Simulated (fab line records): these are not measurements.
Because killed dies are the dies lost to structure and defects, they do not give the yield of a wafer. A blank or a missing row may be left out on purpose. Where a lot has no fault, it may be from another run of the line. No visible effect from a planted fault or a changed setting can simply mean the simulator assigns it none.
fab line records	flow n5_finfet
record lots=6	wafers=18	last_day=20
route steps=1938 shown PMOS_HMC_CHANNEL_EPI@62 PASSIVATION@1936
lots that met no fault: from a run of the same line without faults
start_h: the number of hours between the record's first day and the start of the first shown wafer of the lot	wait_h: hours from the lot's prior step to this one	" the same as in the row above	L1.1+2: several wafers, shown together as one row	- either no value or no given start	* or withheld: withheld	< > ~ a bound
route shown NAME@n: NAME is a module with steps in the file, n the number in the route of the first one	usual: average and standard deviation across the fault-free wafers	same: alike in all rows	chamber/n: place in a boat	sites: per-site readings	_std_site: standard deviation across them	_edge_site: the outer-site mean with the inner-site mean subtracted	radius_mm: for every site, how far away it sits from the centre of the wafer	mask NAME#n: copy n	behind: the most recent tool/chamber to have shaped the wafer	hold: why the lot went on hold/how many hours it stayed there/how the hold came to an end	device: the transistor (n, p or np) that didn't switch	end of line: tests of these same wafers at the route's end	a step without rows: its recipe alone	killed: dies lost to structure and defects at the first sort, not the wafer's yield	map: dies across one wafer; x = killed, . = not, _ = none there
set.NAME: setting as actually run; set.NAME@STEP: the setting as run at that earlier step	model.NAME: the simulator's own value behind a step, which no gauge read
certain route steps with their lots: each step a table, each wafer a row
services: the hour from which a tool's chamber was out of use, counted from the record's first day as start_h (under 0 if before that day), plus the number of hours and why
## steps
# step N5_PMOS_HMC_CHANNEL_EPI_EXPOSE_06
# recipe mask_id=PMOS_HMC_BLK	na=1.35	source_shape=conventional	sigma_outer=0.8	polarization=unpolarized	target_cd_nm=240	dose_mj=41
# step N5_PMOS_HMC_CHANNEL_EPI_PEB_07
# recipe peb_temp_c=110	peb_time_s=60	resist=CAR-ArF-block
# step N5_PMOS_HMC_CHANNEL_EPI_DEVELOP_08
# recipe develop_time_s=30	developer=TMAH	resist=CAR-ArF-block	dev_temp_c=23	rinse_liquid=diw	dry=air_spin
# step N5_PMOS_HMC_CHANNEL_EPI_CD_MEAS_09
# recipe target_cd_nm=237.4	landing_energy_ev=500	detector=se_inlens
# usual cd_nm=237.4/0.98
# same landing_energy_ev=500
lot.wafer	tool	chamber	start_h	wait_h	cd_nm
L698.1	cd_sem-03	0	23.24	-	237.7
L698.3	"	0	"	"	237.7
L698.5	"	0	"	"	237.6
L700.3	cd_sem-01	0	35.39	-	236.8
L700.4	"	0	"	"	235.9
L700.6	"	0	"	"	236.5
L705.1	cd_sem-02	0	65.08	-	237.7
L705.2	"	0	"	"	238.5
L705.4	"	0	"	"	237.3
L707.1	cd_sem-01	0	77.65	-	238.3
L707.2	"	0	"	"	237.6
L707.4	"	0	"	"	238.0
L718.2	cd_sem-01	0	151.62	-	237.1
L718.3	"	0	"	"	236.9
L718.5	"	0	"	"	236.3
L720.3	cd_sem-01	0	155.88	-	237.5
L720.4	"	0	"	"	238.0
L720.5	"	0	"	"	238.2
# step N5_PMOS_HMC_CHANNEL_EPI_OVL_MEAS_10
# recipe points_per_wafer=44
# usual PMOS_HMC_BLK_OVL=-0.3/0.73
lot.wafer	tool	chamber	start_h	wait_h	PMOS_HMC_BLK_OVL[nm]
L698.1	overlay-02	0	23.27	0.0	-0.5
L698.3	"	0	"	"	-0.8
L698.5	"	0	"	"	-0.1
L700.3	overlay-02	0	35.41	0.0	0.0
L700.4	"	0	"	"	-1.4
L700.6	"	0	"	"	0.3
L705.1	overlay-02	0	65.11	0.0	0.8
L705.2	"	0	"	"	-0.1
L705.4	"	0	"	"	-0.7
L707.1	overlay-02	0	77.68	0.0	-0.6
L707.2	"	0	"	"	0.2
L707.4	"	0	"	"	0.5
L718.2	overlay-01	0	151.65	0.0	0.0
L718.3	"	0	"	"	-1.2
L718.5	"	0	"	"	-0.1
L720.3	overlay-01	0	155.91	0.0	-0.9
L720.4	"	0	"	"	-0.7
L720.5	"	0	"	"	0.0
# step N5_PMOS_HMC_CHANNEL_EPI_INSPECT_11
# recipe mode=adi	inspect_instrument=macro
# usual raw_defect_count=2.0/1.6
lot.wafer	tool	chamber	start_h	wait_h	raw_defect_count
L698.1	defect_inspect-02	-	23.29	0.0	3
L698.3	"	-	"	"	5
L698.5	"	-	"	"	1
L700.3	defect_inspect-01	-	35.44	0.0	1
L700.4	"	-	"	"	1
L700.6	"	-	"	"	2
L705.1	defect_inspect-02	-	65.14	0.0	1
L705.2	"	-	"	"	2
L705.4	"	-	"	"	6
L707.1	defect_inspect-01	-	77.70	0.0	4
L707.2	"	-	"	"	1
L707.4	"	-	"	"	3
L718.2	defect_inspect-01	-	151.67	0.0	2
L718.3	"	-	"	"	1
L718.5	"	-	"	"	2
L720.3	defect_inspect-01	-	155.93	0.0	8
L720.4	"	-	"	"	2
L720.5	"	-	"	"	3
# step N5_PMOS_HMC_CHANNEL_EPI_DESCUM_14
# recipe chemistry=O2	time_s=7.9	source_power_w=50	bias_power_w=20	pressure_mtorr=20	rf_frequency_hz=2.712e+07	temp_c=40	resist=CAR-ArF-block	o2_flow_sccm=225
# usual drypump_motor_current_A=5.9/0.55	oes_product_au=0.78/0.079	rf_vpp_V=243.2/1.3	showerhead_plenum_p_Torr=2.09/0.07	temp_c=40.00/0.12	throttle_valve_pct=20.56/0.24
lot.wafer	tool	chamber	start_h	wait_h	drypump_motor_current_A	oes_product_au	rf_hours_counter_h	rf_vpp_V	showerhead_plenum_p_Torr	temp_c	throttle_valve_pct
L698.1	rie_diel-03	3	23.33	0.0	5.4	0.68	246	244.1	2.15	39.94	20.81
L698.3	"	0	"	"	5.6	0.76	148	243.9	2.10	39.90	20.64
L698.5	"	0	"	"	5.6	0.76	-	243.5	2.10	39.92	20.65
L700.3	rie_diel-01	3	35.47	0.0	6.0	0.69	216	243.6	2.07	40.03	20.83
L700.4	"	2	"	"	6.4	0.72	-	241.5	1.97	39.96	20.84
L700.6	"	0	"	"	6.6	0.87	-	241.5	2.05	39.99	20.72
L705.1	rie_diel-01	0	65.17	0.0	6.6	0.85	52	242.2	2.05	39.88	20.76
L705.2	"	2	"	"	6.4	0.71	238	240.9	1.96	40.09	20.85
L705.4	"	1	"	"	6.3	0.81	102	244.5	2.12	39.99	20.43
L707.1	rie_diel-01	3	77.74	0.0	6.0	0.67	228	243.9	2.06	39.87	20.83
L707.2	"	2	"	"	6.4	0.71	241	242.4	1.96	40.09	20.85
L707.4	"	1	"	"	6.3	0.79	105	244.6	2.12	40.01	20.44
L718.2	rie_diel-01	0	151.70	0.0	6.7	0.83	76	241.5	2.04	39.99	20.78
L718.3	"	1	"	"	6.3	0.78	126	243.8	2.11	39.90	20.45
L718.5	"	2	"	"	6.4	0.96	-	246.2	2.22	40.00	20.52
L720.3	rie_diel-06	3	156.32	0.4	5.2	0.85	40	244.3	2.14	39.80	20.73
L720.4	"	0	"	"	6.4	0.71	211	244.0	2.17	39.98	20.78
L720.5	"	3	"	"	5.2	0.85	-	243.3	2.14	39.81	20.71
# step N5_PMOS_HMC_CHANNEL_EPI_ETCH_32
# recipe chemistry=N2/H2	target=BARC	stop_on=SiO2	target_depth_a=858	over_etch_frac=0.3	time_s=50.3	ion_energy_ev=200	mask_material=CAR-ArF-block	pressure_mtorr=30	source_w=840	bias_w=150	n2_flow_sccm=200	h2_flow_sccm=200
# usual drypump_motor_current_A=5.9/0.55	oes_product_au=0.66/0.065	rf_vpp_V=523.8/2.4	showerhead_plenum_p_Torr=2.54/0.084	throttle_valve_pct=18.01/0.22
lot.wafer	tool	chamber	start_h	wait_h	drypump_motor_current_A	oes_product_au	rf_hours_counter_h	rf_vpp_V	showerhead_plenum_p_Torr	throttle_valve_pct
L698.1	rie_diel-03	3	23.36	0.0	5.4	0.59	246	526.8	2.61	18.26
L698.3	"	0	"	"	5.5	0.65	148	524.3	2.54	18.00
L698.5	"	0	"	"	5.6	0.65	-	523.6	2.54	18.00
L700.3	rie_diel-01	3	35.51	0.0	6.0	0.58	216	522.4	2.51	18.21
L700.4	"	2	"	"	6.4	0.62	-	519.7	2.41	18.47
L700.6	"	0	"	"	6.6	0.74	-	522.2	2.48	18.06
L705.1	rie_diel-01	0	65.21	0.0	6.7	0.73	52	522.9	2.48	18.10
L705.2	"	2	"	"	6.4	0.60	238	520.7	2.40	18.50
L705.4	"	1	"	"	6.3	0.68	102	523.8	2.56	17.81
L707.1	rie_diel-01	3	77.77	0.0	6.0	0.58	228	523.2	2.50	18.22
L707.2	"	2	"	"	6.4	0.60	241	520.7	2.40	18.48
L707.4	"	1	"	"	6.3	0.68	105	524.7	2.56	17.81
L718.2	rie_diel-01	0	151.74	0.0	6.6	0.70	76	521.9	2.47	18.14
L718.3	"	1	"	"	6.3	0.67	126	522.2	2.55	17.85
L718.5	"	2	"	"	6.4	0.81	-	528.1	2.72	18.06
L720.3	rie_diel-06	3	156.35	0.0	5.2	0.72	40	525.1	2.59	18.11
L720.4	"	0	"	"	6.4	0.60	211	526.5	2.62	18.26
L720.5	"	3	"	"	5.3	0.72	-	524.5	2.59	18.12
# step N5_PMOS_HMC_CHANNEL_EPI_HM_OPEN_15
# recipe chemistry=CHF3/O2	target=SiO2	mask_material=CAR-ArF-block	target_depth_a=406	CHF3_flow_sccm=50	O2_flow_sccm=5	Ar_flow_sccm=200	time_s=20.3	pressure_mtorr=30	source_w=650	bias_w=170	ion_energy_ev=200
# step N5_PMOS_HMC_CHANNEL_EPI_STRIP_33
# recipe chemistry=N2/H2	power_w=500	temp_c=40	pressure_mtorr=50	rf_frequency_hz=6e+07	overash_fraction=0.3	bias_power_w=8	h2_frac=0.5	n2_flow_sccm=300	h2_flow_sccm=300
# usual drypump_motor_current_A=5.9/0.55	oes_product_au=0.78/0.08	rf_vpp_V=54.0/1.7	showerhead_plenum_p_Torr=3.35/0.11	temp_c=40.02/0.11	throttle_valve_pct=19.11/0.21
lot.wafer	tool	chamber	start_h	wait_h	drypump_motor_current_A	oes_product_au	rf_hours_counter_h	rf_vpp_V	showerhead_plenum_p_Torr	temp_c	throttle_valve_pct
L698.1	rie_diel-03	3	23.46	0.0	5.4	0.67	246	57.2	3.44	40.03	19.33
L698.3	"	0	"	"	5.6	0.76	149	55.4	3.35	40.08	18.99
L698.5	"	0	"	"	5.6	0.75	-	53.3	3.35	40.14	18.97
L700.3	rie_diel-01	3	35.60	0.0	6.0	0.68	216	53.2	3.31	40.02	19.15
L700.4	"	2	"	"	6.4	0.71	-	53.7	3.19	39.94	19.69
L700.6	"	0	"	"	6.6	0.86	-	56.0	3.28	39.92	19.09
L705.1	rie_diel-01	0	65.30	0.0	6.6	0.84	52	51.0	3.27	39.99	19.08
L705.2	"	2	"	"	6.4	0.71	238	56.8	3.18	39.98	19.71
L705.4	"	1	"	"	6.3	0.80	102	54.0	3.38	40.14	18.93
L707.1	rie_diel-01	3	77.87	0.0	6.1	0.68	228	53.6	3.31	40.12	19.20
L707.2	"	2	"	"	6.4	0.69	241	51.9	3.18	39.94	19.71
L707.4	"	1	"	"	6.3	0.79	105	54.3	3.38	40.06	18.95
L718.2	rie_diel-01	0	151.84	0.0	6.6	0.82	76	49.0	3.26	40.02	19.12
L718.3	"	1	"	"	6.3	0.78	126	53.7	3.37	40.08	18.98
L718.5	"	2	"	"	6.4	0.94	-	53.7	3.58	40.16	19.31
L720.3	rie_diel-06	3	156.45	0.0	5.2	0.86	40	55.7	3.42	39.94	19.29
L720.4	"	0	"	"	6.5	0.71	211	52.9	3.46	39.99	19.44
L720.5	"	3	"	"	5.2	0.86	-	55.8	3.42	39.91	19.30
# step N5_PMOS_HMC_CHANNEL_EPI_STRIP_17
# recipe chemistry=SPM	time_s=750	temp_c=130	h2so4_h2o2_vol_ratio=4	dry=ipa_marangoni
# step N5_PMOS_HMC_CHANNEL_EPI_ETCH_38
# recipe chemistry=CF4	target=SiO2	target_depth_a=15	ion_energy_ev=350	pressure_mtorr=10	icp_w=800	bias_w=400	cf4_flow_sccm=80
# usual drypump_motor_current_A=5.7/0.35	oes_product_au=1.005/0.016	throttle_valve_pct=21.77/0.2
lot.wafer	tool	chamber	start_h	wait_h	drypump_motor_current_A	oes_product_au	rf_hours_counter_h	throttle_valve_pct
L698.1	rie_si-06	0	23.76	0.0	5.9	0.988	160	21.57
L698.3	"	2	"	"	5.3	1.000	97	21.73
L698.5	"	3	"	"	5.7	1.010	-	21.73
L700.3	rie_si-06	3	35.91	0.0	5.6	1.005	97	21.75
L700.4	"	2	"	"	5.2	0.991	97	21.73
L700.6	"	2	"	"	5.3	0.993	-	21.73
L705.1	rie_si-06	2	65.61	0.0	5.2	0.999	98	21.73
L705.2	"	0	"	"	5.9	0.996	161	21.57
L705.4	"	3	"	"	5.6	1.032	98	21.74
L707.1	rie_si-06	1	78.17	0.0	5.6	1.015	169	21.58
L707.2	"	3	"	"	5.7	1.020	98	21.74
L707.4	"	2	"	"	5.2	0.991	98	21.74
L718.2	rie_si-05	0	152.14	0.0	6.1	1.030	2	21.80
L718.3	"	3	"	"	5.5	0.991	104	21.52
L718.5	"	1	"	"	5.0	0.977	-	22.12
L720.3	rie_si-04	3	156.76	0.0	6.2	0.993	144	21.87
L720.4	"	2	"	"	5.9	0.986	70	22.02
L720.5	"	1	"	"	6.2	0.999	-	21.80
# step N5_PMOS_HMC_CHANNEL_EPI_FIN_RECESS_16
# recipe chemistry=HBr/Cl2	target=Si	mask_material=SiO2	target_depth_a=540	time_s=18	pressure_mtorr=10	icp_w=800	bias_w=75	HBr_flow_sccm=150	Cl2_flow_sccm=80
# usual HBr_flow_sccm=150.0/0.44	drypump_motor_current_A=5.7/0.35	oes_product_au=1.003/0.015	throttle_valve_pct=35.47/0.22
lot.wafer	tool	chamber	start_h	wait_h	HBr_flow_sccm	drypump_motor_current_A	oes_product_au	rf_hours_counter_h	throttle_valve_pct	model.PMOS_HMC_CHANNEL_EPI.feature_depth_nm	model.etch.depth_nm
L698.1	rie_si-06	0	23.78	0.0	150.0	5.9	0.998	160	35.32	54.11	54.11
L698.3	"	2	"	"	149.7	5.3	0.985	97	35.38	54.31	54.31
L698.5	"	3	"	"	150.4	5.6	1.012	-	35.43	53.99	53.99
L700.3	rie_si-06	3	35.93	0.0	149.6	5.7	1.013	97	35.45	53.71	53.71
L700.4	"	2	"	"	150.3	5.3	0.983	97	35.40	54.59	54.59
L700.6	"	2	"	"	149.5	5.3	0.992	-	35.39	54.49	54.49
L705.1	rie_si-06	2	65.63	0.0	149.7	5.3	0.986	98	35.40	58.51	58.51
L705.2	"	0	"	"	149.9	5.9	0.995	161	35.32	53.91	53.91
L705.4	"	3	"	"	150.0	5.7	1.019	98	35.45	53.94	53.94
L707.1	rie_si-06	1	78.19	0.0	149.3	5.6	1.014	169	35.24	58.22	58.22
L707.2	"	3	"	"	149.2	5.6	1.013	98	35.46	53.84	53.84
L707.4	"	2	"	"	150.2	5.2	0.996	98	35.39	54.49	54.49
L718.2	rie_si-05	0	152.16	0.0	150.8	6.1	1.018	2	35.57	54.32	54.32
L718.3	"	3	"	"	149.6	5.5	0.999	104	35.08	54.86	54.86
L718.5	"	1	"	"	149.8	5.0	0.974	-	35.64	54.13	54.13
L720.3	rie_si-04	3	156.78	0.0	149.5	6.2	1.022	145	35.62	54.18	54.18
L720.4	"	2	"	"	150.1	5.9	0.987	70	35.66	54.57	54.57
L720.5	"	1	"	"	150.1	6.2	1.002	-	35.52	55.73	55.73
# step N5_PMOS_HMC_CHANNEL_EPI_PRECLEAN_36
# recipe chemistry=O3/DIW	time_s=45	temp_c=22	o3_ppm=10
# step N5_PMOS_HMC_CHANNEL_EPI_PRECLEAN_18
# recipe chemistry=DHF	time_s=30	temp_c=25	dilution=withheld
# step N5_PMOS_HMC_CHANNEL_EPI_SRD_19
# recipe dry=ipa_marangoni	do_ppb=5	time_s=30	temp_c=23	rinse_liquid=diw
# step N5_PMOS_HMC_CHANNEL_EPI_EPI_20
# recipe material=SiGe30	mask_material=SiO2	pressure_torr=20	target_thk_a=590	temp_c=600
# step N5_PMOS_HMC_CHANNEL_EPI_HM_STRIP_35
# recipe chemistry=dHF	temp_c=25	material=SiO2	target=SiO2	target_depth_a=396	time_s=216
# step N5_PMOS_HMC_CHANNEL_EPI_SRD_39
# recipe dry=ipa_marangoni	time_s=30	temp_c=23	rinse_liquid=diw
# step N5_PMOS_HMC_CHANNEL_EPI_CMP_21
# recipe material=SiGe30	post_cmp_clean=alkaline_brush	target_thk_nm=54
# usual motor_current_A=12.6/1.4	retaining_ring_pressure_frac=0.999/0.0048
lot.wafer	tool	chamber	start_h	wait_h	motor_current_A	retaining_ring_pressure_frac
L698.1	cmp-03	2	25.69	0.0	13.0	1.005
L698.3	"	1	"	"	12.3	0.999
L698.5	"	2	"	"	12.9	1.006
L700.4	cmp-02	0	37.43	0.0	15.5	0.994
L700.3	"	1	"	"	10.2	0.998
L700.6	"	0	"	"	14.8	0.997
L705.2	cmp-02	3	67.55	0.0	11.8	0.993
L705.4	"	0	"	"	15.2	0.996
L705.1	"	2	"	"	14.1	0.992
L707.1	cmp-02	1	79.74	0.1	10.5	0.997
L707.2	"	2	"	"	13.5	0.996
L707.4	"	3	"	"	11.0	0.995
L718.3	cmp-03	3	154.48	0.1	13.2	1.016
L718.2	"	0	"	"	12.8	0.997
L718.5	"	2	"	"	13.4	1.005
L720.4	cmp-03	0	159.25	0.1	12.0	0.994
L720.3	"	2	"	"	14.1	0.993
L720.5	"	3	"	"	13.2	1.003
# step N5_PMOS_HMC_CHANNEL_EPI_THK_MEAS_22
# recipe reads=SiGe30_of_PMOS_HMC_CHANNEL_EPI_EPI_20
# usual HMC_CMP_THK=54.3/0.57
lot.wafer	tool	chamber	start_h	wait_h	HMC_CMP_THK[nm]
L698.1	film_metro-01	-	25.98	-	54.1
L698.3	"	-	"	"	54.2
L698.5	"	-	"	"	54.0
L700.3	film_metro-02	-	37.73	-	53.9
L700.4	"	-	"	"	54.7
L700.6	"	-	"	"	54.6
L705.1	film_metro-02	-	67.85	-	58.4
L705.2	"	-	"	"	53.8
L705.4	"	-	"	"	54.0
L707.1	film_metro-01	-	79.99	-	58.2
L707.2	"	-	"	"	53.8
L707.4	"	-	"	"	54.5
L718.2	film_metro-02	-	154.74	-	54.2
L718.3	"	-	"	"	54.8
L718.5	"	-	"	"	54.1
L720.3	film_metro-02	-	159.51	-	54.2
L720.4	"	-	"	"	54.7
L720.5	"	-	"	"	55.9
# step N5_PMOS_HMC_CHANNEL_EPI_PRECLEAN_40
# recipe chemistry=DHF	time_s=30	temp_c=25	dilution=withheld
# step N5_PASSIVATION_PROBE_49
# usual killed_at_M0_to_M3=37/12	killed_at_M4_up=15/5.6	killed_at_contacts=13/6.9	killed_at_front_end=40/11	killed_at_other=4/3.2	killed_dies=109/20	killed_open=73/15	killed_short=35/8.3
# same gross_dies=1180	killed_at_back_side=0
lot.wafer	tool	chamber	start_h	wait_h	killed_at_M0_to_M3	killed_at_M4_up	killed_at_contacts	killed_at_front_end	killed_at_other	killed_dies	killed_open	killed_short
L700.3	prober-02	-	357.08	0.1	42	13	19	35	6	115	80	34
L700.4	prober-02	-	357.13	0.2	20	14	19	26	3	82	54	25
L700.6	prober-02	-	357.23	0.3	33	17	8	25	2	85	67	17
# killed by level:class
L700.3 MOL_CONTACT_COAG:geometric_particle:open=12 BEOL_M0_SAQP:geometric_particle:open=8 BEOL_M1:geometric_particle:open=8 BEOL_M2:geometric_particle:open=8 FIN_SAQP:geometric_particle:short=7 MOL_CONTACT_COAG:geometric_particle:short=7 BEOL_M3:geometric_particle:open=7 FIN_SAQP:geometric_particle:open=6
L700.4 MOL_CONTACT_COAG:geometric_particle:open=15 DUMMY_GATE:geometric_particle:open=9 BEOL_M3:geometric_particle:open=5 BEOL_M4:geometric_particle:open=5 BEOL_M0_SAQP:geometric_particle:short=5 DUMMY_GATE:geometric_particle:short=4 MOL_CONTACT_COAG:geometric_particle:short=4 BEOL_M8:geometric_particle:open=3
L700.6 DUMMY_GATE:geometric_particle:open=9 BEOL_M1:geometric_particle:open=9 FIN_SAQP:geometric_particle:open=6 MOL_CONTACT_COAG:geometric_particle:open=6 BEOL_M0:geometric_particle:open=6 BEOL_M0_SAQP:geometric_particle:short=5 BEOL_M8:geometric_particle:open=5 BEOL_M4:geometric_particle:open=4
## services
tool	chamber	start_h	hours	kind
cmp-03	-	10.70	2.1	repair
rie_si-05	1	27.09	6.5	repair
rie_diel-01	1	28.63	15.2	repair
cmp-03	-	35.36	2.1	repair
cmp-03	-	49.87	13.9	repair
rie_diel-03	-	56.58	0.7	repair
rie_diel-06	2	62.12	2.9	repair
rie_diel-03	1	63.66	28.1	repair
rie_si-06	1	67.40	4.3	repair
rie_si-06	3	70.12	6.7	repair
cmp-02	-	75.15	0.4	repair
rie_diel-01	0	75.90	1.5	repair
cmp-02	-	85.64	1.9	repair
rie_si-05	-	104.94	1.8	repair
rie_diel-01	2	108.89	-	clean
rie_diel-01	2	108.89	-	consumable_replace:focus_ring
rie_diel-01	2	108.89	-	consumable_replace:showerhead
rie_si-06	-	109.83	2.8	pm
cmp-03	-	111.54	5.5	pm
cmp-03	-	117.19	1.3	repair
cmp-02	-	126.43	1.0	repair
cmp-03	-	137.22	3.4	repair
cmp-02	-	151.32	1.7	repair
rie_si-05	2	152.34	3.8	repair
## key
first_sign step=N5_PMOS_HMC_CHANNEL_EPI_THK_MEAS_22	reading=HMC_CMP_THK	direction=up	sigmas=7	usual=54.3	struck=58.3
effect none on later readings
model_effect step=N5_PMOS_HMC_CHANNEL_EPI_FIN_RECESS_16	value=PMOS_HMC_CHANNEL_EPI.feature_depth_nm	without=54.25	struck=58.36
met_at N5_PMOS_HMC_CHANNEL_EPI_FIN_RECESS_16
struck_wafers L705.1,L707.1
tester_left_out L705,L707
onset_between 35.93 65.63
fault kind=process_parameter_drift	tool=rie_si-06	chamber=-	onset_h=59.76	steps=N5_PMOS_HMC_CHANNEL_EPI_FIN_RECESS_16	channel=time_s	offset=*	shape=step	end_h=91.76	scope=struck_wafers_only	acts_in=*	stated=*
# tester_left_out: of these lots the tester's yield and bins aren't shown, on N5 and GAA mostly nor the transistor test; their killed dies are dies lost to structure and defects alone, not to doping, threshold or leakage, so they don't give the yield
